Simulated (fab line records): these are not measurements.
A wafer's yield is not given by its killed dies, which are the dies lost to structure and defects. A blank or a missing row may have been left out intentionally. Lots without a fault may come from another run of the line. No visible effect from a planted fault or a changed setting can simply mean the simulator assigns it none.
A struck lot beside a sound one    flow n5Finfet    36 out of 1938 route steps
Sound: the wafers L563.1, L563.3, L563.5. The struck wafers were L557.1, L557.3, L557.6. At the end, the cause is stated.
At each step with rows: each side's tool, then ch and its chambers, then its first start. Under that, the readings that differ: sound wafers    struck wafers    difference of the means    sigmas: that difference in standard deviations of wafers without a fault.
alike: same words and numbers on both sides, and readings whose means sit less than 2 such deviations apart. not compared: any withheld reading, any reading some wafer has no value for, any bound like >300 that may hide the same value, and any number with overlapping values for which the record gives no deviation.
Wherever a step has rows on one side only, a row that says differs or no value, or a row with sigmas, the two part there. Numbers that don't overlap but have no deviation are shown without sigmas and don't part them. A reading missing from all wafers of one side parts the sides only when that side holds two or more wafers.

first, 9 steps without rows for these wafers: N5_BEOL_M4_ANNEAL_95 (time 240 s); N5_BEOL_M4_SPUTTER_96 (material Cu, target thk 4.5 nm, time 8.29 s); N5_BEOL_M4_ECD_50 (material Cu, target thk 300 nm); N5_BEOL_M4_ANNEAL_51 (time 90 s); N5_BEOL_M4_CMP_52 (polishes, stops on SiOC, t overpolish 6.8 s, target thk 40 nm); N5_BEOL_M4_PRE_CLEAN_60 (time 15 s); N5_BEOL_M4_CO_CAP_55 (material Co, precursor CCTBA/H2, target thk 2 nm, time 102.1 s); N5_BEOL_M4_PRE_CLEAN_56 (time 15 s); N5_BEOL_M4_DEP_57 (deposits SiCN from 3MS/NH3, target thk 8 nm, time 14 s).
N5_BEOL_M4_RC_MEAS_101:
  sound on prober-01 ch 0, day 14 20:55; struck on prober-02 ch 0, day 13 04:35
  alike: DIBL_N, DIBL_P, IOFF_N, IOFF_P, ION_N, ION_P, SS_N, SS_P, VT_N, VT_P
then, 24 steps without rows for these wafers: N5_BEOL_M5_ILD_DEP_00 (deposits SiCOH lowk from DEMS/porogen, target thk 140.64 nm, time 25.9 s); N5_BEOL_M5_CURE_79 (cures SiCOH lowk, time 240 s); N5_BEOL_M5_PECVD_70 (deposits SiO2 from TEOS/O2, target thk 16 nm, time 18 s); N5_BEOL_M5_HM_DEP_02 (deposits TiN, target thk 20 nm); N5_BEOL_M5_COAT_59 (time 60 s, resist thk 60 nm); N5_BEOL_M5_COAT_60 (time 60 s, resist thk 12 nm); N5_BEOL_M5_COAT_71 (time 60 s, resist thk 5 nm); N5_BEOL_M5_COAT_05 (resist thk 30 nm); N5_BEOL_M5_EBR_07; N5_BEOL_M5_SOFTBAKE_06 (time 60 s); N5_BEOL_M5_EXPOSE_08 (exposes mask M5, target cd 28 nm); N5_BEOL_M5_PEB_09 (peb time 60 s); N5_BEOL_M5_DEVELOP_10 (develop time 30 s); N5_BEOL_M5_DESCUM_16 (chemistry O2, time 7 s); N5_BEOL_M5_ETCH_72 (etches underlayer in N2/H2, target depth 6.5 nm, time 5.2 s); N5_BEOL_M5_ETCH_61 (etches SiARC in CF4, target depth 15.6 nm, time 26 s); N5_BEOL_M5_ETCH_62 (etches SOC in N2/H2, target depth 75 nm, overetch 15 nm, time 112.5 s); N5_BEOL_M5_STRIP_63 (strips in N2/H2); N5_BEOL_M5_STRIP_73 (strips in N2/H2); N5_BEOL_M5_STRIP_64 (strips in CF4); N5_BEOL_M5_HM_OPEN_17 (chemistry Cl2/BCl3, target TiN, target depth 20 nm, overetch 6 nm); N5_BEOL_M5_STRIP_19 (strips in O2); N5_BEOL_M5_COAT_65 (time 60 s, resist thk 60 nm); N5_BEOL_M5_COAT_66 (time 60 s, resist thk 12 nm).
-- record jumps: 4 days separate the struck wafers' starts on either side; left off in module BEOL_M5, taken up again in module MIM_BOT_ETCH, whose first shown step is the route's number 1868 --
N5_MIM_BOT_ETCH_ETCH_00: etches TiN in Cl2/BCl3, target depth 45.5 nm.
  sound on rieMetal-01 ch 0,1, day 19 10:02; struck on rieMetal-03 ch 0, day 16 22:33
  no value came back on the struck wafers for any of 6 readings (bcl3FlowSccm (sccm), biasW (W) and others); on the sound wafers bcl3FlowSccm (sccm) reads 21.80 21.66 21.74
  not compared: rfHoursCounterH, model.coat_of_MIM_BOT_LITHO_COAT_02.thkNm
N5_PASSIVATION_PROBE_49:
  record: rows for the struck wafers here (prober-02, day 17 08:31), none for the sound ones

== WHERE THEY PART ==
At N5_MIM_BOT_ETCH_ETCH_00 first; at N5_PASSIVATION_PROBE_49 last (within this record only).

WHY: what the simulator had put in
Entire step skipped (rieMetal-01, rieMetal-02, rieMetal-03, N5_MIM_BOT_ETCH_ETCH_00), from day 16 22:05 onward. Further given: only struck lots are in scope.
